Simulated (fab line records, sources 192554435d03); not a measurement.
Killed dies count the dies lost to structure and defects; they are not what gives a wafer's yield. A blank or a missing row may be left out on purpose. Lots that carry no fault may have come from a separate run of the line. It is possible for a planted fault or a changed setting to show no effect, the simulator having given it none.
A struck lot beside a sound one | flow n5 finfet | 13 out of 1938 route steps
Sound: these wafers, L556.4, L556.5, L556.6. The struck wafers were L552.3, L552.4, L552.6. The cause is named last.
For every step that has rows: the tool of each side, followed by ch and its chambers, followed by its first start. Under that, the readings that differ: sound wafers | struck wafers | difference of the means | sigmas: that difference in standard deviations of wafers without a fault.
alike: same words and numbers on both sides, and readings whose means sit less than 2 such deviations apart. not compared: any withheld reading, any reading some wafer has no value for, any bound like >300 that may hide the same value, and any number with overlapping values for which the record gives no deviation.
The two part at a step that has a row with sigmas, a row that says differs or no value, or rows on one side only. Numbers that don't overlap but have no deviation are shown without sigmas and don't part them. A reading that every wafer of one side lacks parts them only if that side has two wafers or more.

N5_GATE_CUT_THK_MEAS_24:
  sound on film metro-01, day 10 04:46; struck on film metro-01, day 9 04:47
  alike: GC_FILL_THK
N5_GATE_CUT_CMP_43: polishes SiO2.
  sound on cmp-01 ch 0,1,3, day 10 04:57; struck on cmp-01 ch 1,3, day 9 04:53
  alike: motor current A, retaining ring pressure frac, slurry filter dp kPa
N5_GATE_CUT_CMP_61: polishes, stops on SiNx, t overpolish 3 s.
  sound on cmp-01 ch 0,1,3, day 10 05:20; struck on cmp-01 ch 1,3, day 9 05:19
  alike: motor current A, platen rpm, retaining ring pressure frac, slurry filter dp kPa
N5_GATE_CUT_INSPECT_26: inspects for defects (darkfield).
  sound on defect inspect-01, day 10 05:31; struck on defect inspect-01, day 9 05:32
  alike: raw defect count
then, 7 steps without rows for these wafers: N5_MOL_CONTACT_COAG_COAT_103 (time 60 s, resist thk 80 nm); N5_MOL_CONTACT_COAG_COAT_104 (time 60 s, resist thk 12 nm); N5_MOL_CONTACT_COAG_COAT_58 (time 60 s, resist thk 10 nm); N5_MOL_CONTACT_COAG_COAT_02 (resist thk 30 nm); N5_MOL_CONTACT_COAG_EBR_04; N5_MOL_CONTACT_COAG_SOFTBAKE_03 (time 60 s); N5_MOL_CONTACT_COAG_EXPOSE_05 (exposes mask CA, defocus 0 nm).
N5_MOL_CONTACT_COAG_PEB_06: peb time 60 s.
  sound on litho track-02 ch 0, day 10 05:46; struck on litho track-05, day 9 05:46
  no value came back on the struck wafers for chill plate temp C (C), exhaust pa (Pa); on the sound wafers chill plate temp C (C) reads 22.97 23.03 23.13
then, 1 step without rows for these wafers: N5_MOL_CONTACT_COAG_DEVELOP_07 (develop time 30 s).

WHERE THEY PART
Only at N5_MOL_CONTACT_COAG_PEB_06, within this record.

WHY: what the simulator had put in
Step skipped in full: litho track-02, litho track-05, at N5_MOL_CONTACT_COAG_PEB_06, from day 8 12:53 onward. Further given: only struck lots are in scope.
